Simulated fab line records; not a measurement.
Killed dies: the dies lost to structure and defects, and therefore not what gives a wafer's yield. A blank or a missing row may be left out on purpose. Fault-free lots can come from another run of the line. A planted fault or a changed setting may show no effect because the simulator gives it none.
Which of the tools did it?	flow n5Finfet	Sampling: 24 lots, 72 wafers, 6 of 1938 route steps

## WHAT THE GAUGES SHOWED, per wafer
N5_BEOL_M6_CD_MEAS_28: target cd 40 nm. Usual: 40.10 nm for cdNm, sd 0.23.
lot	measured	on	cdNm (nm)	flag
L074	day 9 20:49	cdSem-02	39.85 39.87 40.20	
L075	day 10 14:20	cdSem-03	40.11 40.22 40.05	
L077	day 10 23:14	cdSem-02	39.86 40.07 40.34	
L076	day 11 11:27	cdSem-02	39.84 40.04 40.20	
L078	day 11 22:30	cdSem-03	40.01 40.40 40.14	
L079	day 12 03:52	cdSem-03	40.40 40.72 40.27	
L080	day 12 13:50	cdSem-02	39.85 39.74 40.12	
L081	day 13 23:14	cdSem-01	40.50 40.41 40.03	
L083	day 14 18:12	cdSem-03	39.80 39.88 39.86	
L084	day 15 01:38	cdSem-02	40.42 40.46 40.16	
L085	day 15 09:04	cdSem-03	39.94 40.14 40.17	
L086	day 15 16:06	cdSem-01	40.31 40.18 39.89	
L087	day 16 02:58	cdSem-01	39.93 40.03 40.38	
L090	day 16 06:56	cdSem-02	40.26 40.27 39.76	
L088	day 16 15:22	cdSem-03	40.20 40.38 39.91	
L095	day 17 02:48	cdSem-02	39.92 40.00 40.03	
L097	day 17 04:50	cdSem-02	39.68 40.28 39.85	
L091	day 17 10:06	cdSem-03	39.95 40.22 40.26	
L092	day 17 20:10	cdSem-01	40.36 39.81 40.38	
L094	day 18 06:29	cdSem-01	39.89 39.88 40.06	
L093	day 18 06:32	cdSem-01	40.30 40.15 39.60	
L089	day 18 06:34	cdSem-02	40.26 39.97 39.92	
L082	day 18 10:17	cdSem-03	40.13 40.12 40.11	
L096	day 18 12:37	cdSem-02	40.14 40.28 40.10	

N5_BEOL_M7_OVL_MEAS_12. Usual: M7_OVL 0.0 nm, standard deviation 0.72.
lot	measured	on	M7_OVL (nm)	flag
L074	day 10 00:57	overlay-01	-0.7 -1.0 -0.4	
L075	day 10 19:01	overlay-01	-0.1 -0.9 0.2	
L077	day 11 07:46	overlay-01	-1.3 -1.2 0.5	
L076	day 11 16:34	overlay-01	-0.5 -0.1 0.5	
L078	day 12 03:43	overlay-01	0.2 -0.7 -0.6	
L079	day 12 11:50	overlay-02	0.2 0.5 1.1	
L080	day 12 18:12	overlay-02	1.2 0.7 0.3	
L081	day 14 05:48	overlay-02	0.1 -1.1 -0.9	
L083	day 15 03:01	overlay-01	1.2 0.6 0.9	
L084	day 15 06:53	overlay-02	-1.3 -0.7 -1.0	
L085	day 15 13:50	overlay-02	-0.3 -1.7 -0.1	
L086	day 15 21:43	overlay-01	-0.6 -0.4 -0.1	
L087	day 16 11:59	overlay-02	0.4 0.1 0.5	
L090	day 16 12:29	overlay-02	-0.9 0.2 -0.2	
L088	day 16 21:05	overlay-01	-0.7 -0.1 -0.7	
L095	day 17 11:12	overlay-01	0.1 0.8 -0.3	
L097	day 17 11:22	overlay-01	-0.1 -0.4 -0.3	
L091	day 17 15:08	overlay-02	-0.9 0.0 0.3	
L092	day 18 07:05	overlay-01	0.4 1.6 0.6	
L094	day 18 11:34	overlay-02	0.3 -1.1 0.5	
L093	day 18 13:23	overlay-02	0.6 2.0 -0.2	
L089	day 18 13:59	overlay-02	1.0 -0.4 0.8	
L082	day 18 18:35	overlay-02	0.1 0.1 0.0	
L096	day 18 18:38	overlay-01	0.5 0.6 1.0	

N5_BEOL_M7_INSPECT_30: inspects for defects (brightfield). Usual: 374 for rawDefectCount, sd 73.
lot	measured	on	rawDefectCount	flag
L074	day 10 03:09	defectInspect-02	306 483 242	
L075	day 10 23:24	defectInspect-01	252 365 371	
L077	day 11 11:22	defectInspect-01	474 301 380	
L076	day 11 22:32	defectInspect-01	329 313 276	
L078	day 12 07:11	defectInspect-02	332 438 294	
L079	day 12 13:55	defectInspect-01	449 408 424	
L080	day 12 22:01	defectInspect-02	351 412 347	
L081	day 14 10:22	defectInspect-02	304 360 345	
L083	day 15 05:43	defectInspect-01	366 479 545	
L084	day 15 08:00	defectInspect-01	367 367 386	
L085	day 15 16:11	defectInspect-02	230 289 335	
L086	day 16 00:23	defectInspect-01	399 337 291	
L087	day 16 15:15	defectInspect-01	314 361 375	
L090	day 16 15:36	defectInspect-01	325 313 295	
L088	day 17 00:05	defectInspect-01	423 415 416	
L095	day 17 13:50	defectInspect-02	421 253 404	
L097	day 17 13:56	defectInspect-01	402 311 356	
L091	day 17 20:15	defectInspect-02	436 344 464	
L092	day 18 08:27	defectInspect-01	333 582 384	
L094	day 18 13:05	defectInspect-02	517 371 425	
L093	day 18 16:01	defectInspect-02	507 329 414	
L089	day 18 15:59	defectInspect-01	399 339 391	
L082	day 18 19:51	defectInspect-02	381 480 417	
L096	day 18 20:02	defectInspect-01	329 349 396	

## EACH LOT AND THE TOOL THAT RAN IT (in order: tool; ch and the chambers of the sampled wafers; start)
lot	N5_BEOL_M6_ETCH_72	N5_BEOL_M6_ETCH_41	N5_BEOL_M6_DEP_56
L074	rieDiel-04 ch 0,1, day 9 20:58	rieDiel-04 ch 0,1, day 9 23:23 or earlier	pecvd-04 ch 0,1, day 9 23:23
L075	rieDiel-04 ch 0,1,3, day 10 14:29	rieDiel-04 ch 0,1,3, day 10 17:41 or earlier	pecvd-03 ch 0,1,2, day 10 17:41
L077	rieDiel-04 ch 0,2,3, day 10 23:24	rieDiel-04 ch 0,2,3, day 11 04:33 or earlier	pecvd-04 ch 0,1, day 11 04:33
L076	rieDiel-05 ch 0,1,3, day 11 11:36	rieDiel-05 ch 0,1,3, day 11 14:29 or earlier	pecvd-01 ch 0,1,2, day 11 14:29
L078	rieDiel-04 ch 0,1,2, day 11 22:39	rieDiel-04 ch 0,1,2, day 12 02:23 or earlier	pecvd-01 ch 0,1,2, day 12 02:23
L079	rieDiel-02 ch 0,1,3, day 12 04:02	rieDiel-02 ch 0,1,3, day 12 07:56 or earlier	pecvd-03 ch 0,1,2, day 12 07:56
L080	rieDiel-04 ch 1,2, day 12 14:02	rieDiel-04 ch 1,2, day 12 16:36 or earlier	pecvd-03 ch 1,2, day 12 16:36
L081	rieDiel-04 ch 0,1,3, day 13 23:23	rieDiel-04 ch 0,1,3, day 14 02:31 or earlier	pecvd-03 ch 1,2, day 14 02:31
L083	rieDiel-02 ch 0,1,3, day 14 18:31	rieDiel-02 ch 0,1,3, day 14 23:06 or earlier	pecvd-04 ch 0,1,2, day 14 23:06
L084	rieDiel-04 ch 0,2,3, day 15 01:47	rieDiel-04 ch 0,2,3, day 15 04:38 or earlier	pecvd-01 ch 1,2, day 15 04:38
L085	rieDiel-05 ch 0,1, day 15 09:13	rieDiel-05 ch 0,1, day 15 11:54 or earlier	pecvd-04 ch 0,1,2, day 15 11:54
L086	rieDiel-05 ch 0,1,2, day 15 16:16	rieDiel-05 ch 0,1,2, day 15 19:17 or earlier	pecvd-01 ch 0,2, day 15 19:17
L087	rieDiel-04 ch 0,1,2, day 16 03:08	rieDiel-04 ch 0,1,2, day 16 07:37 or earlier	pecvd-01 ch 0,2, day 16 07:37
L090	rieDiel-02 ch 1,2, day 16 07:05	rieDiel-02 ch 1,2, day 16 09:36 or earlier	pecvd-04 ch 1,2, day 16 09:36
L088	rieDiel-05 ch 0,1, day 16 15:31	rieDiel-05 ch 0,1, day 16 19:53 or earlier	pecvd-01 ch 0,1,2, day 16 19:53
L095	rieDiel-04 ch 0,1,2, day 17 03:13	rieDiel-04 ch 0,1,2, day 17 06:49 or earlier	pecvd-01 ch 0,1,2, day 17 06:49
L097	rieDiel-04 ch 0,2, day 17 04:59	rieDiel-04 ch 0,2, day 17 07:35 or earlier	pecvd-03 ch 0,1,2, day 17 07:35
L091	rieDiel-02 ch 0,2,3, day 17 10:15	rieDiel-02 ch 0,2,3, day 17 13:13 or earlier	pecvd-03 ch 0,1,2, day 17 13:13
L092	rieDiel-04 ch 1,3, day 17 20:19	rieDiel-04 ch 1,3, day 18 01:30 or earlier	pecvd-03 ch 0,1,2, day 18 01:30
L094	rieDiel-02 ch 0,1, day 18 06:50	rieDiel-02 ch 0,1, day 18 10:20 or earlier	pecvd-03 ch 0,1,2, day 18 10:20
L093	rieDiel-04 ch 1,3, day 18 07:03	rieDiel-04 ch 1,3, day 18 11:10 or earlier	pecvd-03 ch 1,2, day 18 11:10
L089	rieDiel-02 ch 1,2,3, day 18 07:14	rieDiel-02 ch 1,2,3, day 18 11:25 or earlier	pecvd-03 ch 1,2, day 18 11:25
L082	rieDiel-05 ch 0,1,2, day 18 10:43	rieDiel-05 ch 0,1,2, day 18 14:14 or earlier	pecvd-04 ch 1,2, day 18 14:14
L096	rieDiel-04 ch 1,2, day 18 12:52	rieDiel-04 ch 1,2, day 18 17:16 or earlier	pecvd-03 ch 0,2, day 18 17:16
- N5_BEOL_M6_ETCH_72: etches underlayer in N2/H2, target depth 6.5 nm, time 5.2 s.
- N5_BEOL_M6_ETCH_41: etches SiCN in CH3F/O2, target depth 29.7 nm, time 52 s.
- N5_BEOL_M6_DEP_56: deposits SiCN from 3MS/NH3, target thk 10 nm, time 17.5 s.

## AS READ BY THE TOOLS THEMSELVES (means over the sampled wafers that have a number; for cases with no such wafer, the mark the record gives instead)
N5_BEOL_M6_ETCH_72. Usual: biasW 150.0 W, standard deviation 0.48; drypumpMotorCurrentA 5.6 A, standard deviation 0.4; etchRfOnTimeS 5.19 s, standard deviation 0.077; h2FlowSccm 199.9 sccm, standard deviation 0.6; n2FlowSccm 199.9 sccm, standard deviation 0.69; oesProductAu 0.71 a.u., standard deviation 0.08; rfVppV 524.7 V, standard deviation 2.7; showerheadPlenumPTorr 2.57 Torr, standard deviation 0.099; throttleValvePct 17.88 %, standard deviation 0.2.
lot	tool	biasW (W)	drypumpMotorCurrentA (A)	etchRfOnTimeS (s)	h2FlowSccm (sccm)	n2FlowSccm (sccm)	oesProductAu (a.u.)	rfVppV (V)	showerheadPlenumPTorr (Torr)	throttleValvePct (%)	flag
L074	rieDiel-04	150.0	5.7	5.24	200.5	200.0	0.75	524.3	2.56	17.91	
L075	rieDiel-04	150.0	5.6	5.09	199.5	198.8	0.80	526.3	2.59	17.85	
L077	rieDiel-04	149.5	5.5	5.18	199.5	199.5	0.73	525.4	2.60	17.81	
L076	rieDiel-05	150.3	6.1	5.24	199.9	200.2	0.70	525.9	2.65	17.90	
L078	rieDiel-04	150.3	5.6	5.19	199.6	200.2	0.69	523.8	2.56	17.91	
L079	rieDiel-02	149.8	5.7	5.24	199.4	199.2	0.62	523.5	2.49	17.92	
L080	rieDiel-04	150.3	5.5	5.27	199.5	200.2	0.67	522.2	2.48	18.00	
L081	rieDiel-04	149.6	5.6	5.19	200.4	199.6	0.74	524.7	2.58	17.88	
L083	rieDiel-02	149.9	5.7	5.21	200.3	199.8	0.61	522.8	2.48	17.95	
L084	rieDiel-04	149.7	5.5	5.17	199.7	200.0	0.76	526.0	2.59	17.70	
L085	rieDiel-05	150.2	6.0	5.16	199.9	199.6	0.72	526.5	2.63	17.92	
L086	rieDiel-05	150.0	5.8	5.18	199.6	200.2	0.74	526.0	2.63	17.85	
L087	rieDiel-04	150.1	5.6	5.24	199.7	199.8	0.74	524.5	2.55	17.78	
L090	rieDiel-02	150.3	5.7	5.15	199.7	199.6	0.61	525.3	2.63	18.01	
L088	rieDiel-05	149.9	6.0	5.22	200.1	199.9	0.71	526.1	2.63	17.94	
L095	rieDiel-04	149.8	5.6	5.13	199.5	200.2	0.73	523.0	2.54	17.81	
L097	rieDiel-04	149.8	5.5	5.14	199.5	200.5	0.76	523.5	2.55	17.60	
L091	rieDiel-02	149.9	5.6	5.28	200.1	200.1	0.69	525.7	2.59	17.92	
L092	rieDiel-04	149.9	5.4	5.19	199.9	200.9	0.71	523.0	2.49	18.02	
L094	rieDiel-02	150.5	5.7	5.16	200.3	200.3	0.75	526.9	2.68	17.62	
L093	rieDiel-04	150.6	5.3	5.21	199.8	199.7	0.72	524.5	2.54	17.94	
L089	rieDiel-02	149.9	5.7	5.23	199.8	200.1	0.61	523.7	2.56	18.11	
L082	rieDiel-05	150.0	5.8	5.17	199.8	199.7	0.71	525.2	2.62	17.90	
L096	rieDiel-04	150.1	5.3	5.12	199.7	199.7	0.73	523.1	2.47	17.73	

N5_BEOL_M6_ETCH_41. Usual: biasW 74.97 W, standard deviation 0.22; drypumpMotorCurrentA 5.6 A, standard deviation 0.4; oesProductAu 0.83 a.u., standard deviation 0.095; rfVppV 297.7 V, standard deviation 1.9; showerheadPlenumPTorr 2.02 Torr, standard deviation 0.074; throttleValvePct 16.31 %, standard deviation 0.2.
lot	tool	biasW (W)	drypumpMotorCurrentA (A)	oesProductAu (a.u.)	rfVppV (V)	showerheadPlenumPTorr (Torr)	throttleValvePct (%)	flag
L074	rieDiel-04	74.94	5.8	0.90	298.6	2.00	16.32	
L075	rieDiel-04	74.96	5.6	0.93	298.4	2.03	16.21	
L077	rieDiel-04	75.02	5.4	0.86	297.6	2.04	16.22	
L076	rieDiel-05	74.91	6.1	0.82	297.9	2.07	16.27	
L078	rieDiel-04	75.05	5.6	0.82	296.9	2.01	16.38	
L079	rieDiel-02	75.06	5.6	0.72	295.1	1.96	16.43	
L080	rieDiel-04	74.70	5.4	0.78	296.1	1.95	16.48	
L081	rieDiel-04	74.95	5.6	0.88	297.7	2.03	16.25	
L083	rieDiel-02	74.77	5.7	0.70	296.4	1.95	16.46	
L084	rieDiel-04	74.96	5.4	0.91	299.0	2.04	16.11	
L085	rieDiel-05	75.05	6.0	0.85	298.9	2.05	16.20	
L086	rieDiel-05	75.06	5.8	0.87	298.0	2.06	16.23	
L087	rieDiel-04	74.98	5.6	0.86	296.3	2.00	16.25	
L090	rieDiel-02	75.18	5.7	0.71	298.5	2.07	16.44	
L088	rieDiel-05	74.90	6.0	0.84	298.6	2.05	16.23	
L095	rieDiel-04	75.01	5.6	0.85	297.6	2.00	16.27	
L097	rieDiel-04	75.03	5.5	0.88	296.8	2.01	16.12	
L091	rieDiel-02	75.03	5.6	0.82	297.9	2.04	16.35	
L092	rieDiel-04	74.93	5.4	0.82	295.9	1.96	16.41	
L094	rieDiel-02	75.04	5.7	0.87	298.8	2.11	16.12	
L093	rieDiel-04	75.08	5.3	0.85	296.7	1.99	16.29	
L089	rieDiel-02	74.85	5.7	0.71	297.0	2.01	16.53	
L082	rieDiel-05	74.79	5.8	0.84	298.5	2.06	16.27	
L096	rieDiel-04	74.85	5.3	0.86	296.3	1.95	16.25	

N5_BEOL_M6_DEP_56. Usual: showerheadPlenumPTorr 3.659 Torr, standard deviation 0.014; throttleValvePct 9.1 %, standard deviation 0.45.
lot	tool	showerheadPlenumPTorr (Torr)	throttleValvePct (%)	flag
L074	pecvd-04	3.654	9.0	
L075	pecvd-03	3.655	8.9	
L077	pecvd-04	3.668	9.0	
L076	pecvd-01	3.672	9.1	
L078	pecvd-01	3.664	9.0	
L079	pecvd-03	3.650	9.0	
L080	pecvd-03	3.643	8.7	
L081	pecvd-03	3.655	8.8	
L083	pecvd-04	3.660	9.1	
L084	pecvd-01	3.675	8.9	
L085	pecvd-04	3.658	9.2	
L086	pecvd-01	3.670	9.1	
L087	pecvd-01	3.661	8.8	
L090	pecvd-04	3.666	9.0	
L088	pecvd-01	3.670	9.2	
L095	pecvd-01	3.667	9.3	
L097	pecvd-03	3.654	9.1	
L091	pecvd-03	3.656	9.2	
L092	pecvd-03	3.657	8.9	
L094	pecvd-03	3.645	9.0	
L093	pecvd-03	3.645	8.9	
L089	pecvd-03	3.646	9.1	
L082	pecvd-04	3.669	9.0	
L096	pecvd-03	3.657	8.9	

## THE ANSWER, worked out from the rows above alone
Rule: take the mean of a lot's wafers that have a number; if it is more than 3 standard deviations from the usual mean, the lot is off. A lot without any number at a reading at which 4 lots or more have one is off too. Where the step has rows for the other lots, those lots are counted as sound. After the gauges, taken in route order, come the tools' own readings; for these a lot's mean is taken, as printed above. The first step at which some lot is off is used, and at that step the reading that is off furthest; a lot without a number counts as furthest.
None of the lots is off at any reading shown; this tells nothing.

## WHAT WAS PUT IN BY THE SIMULATOR
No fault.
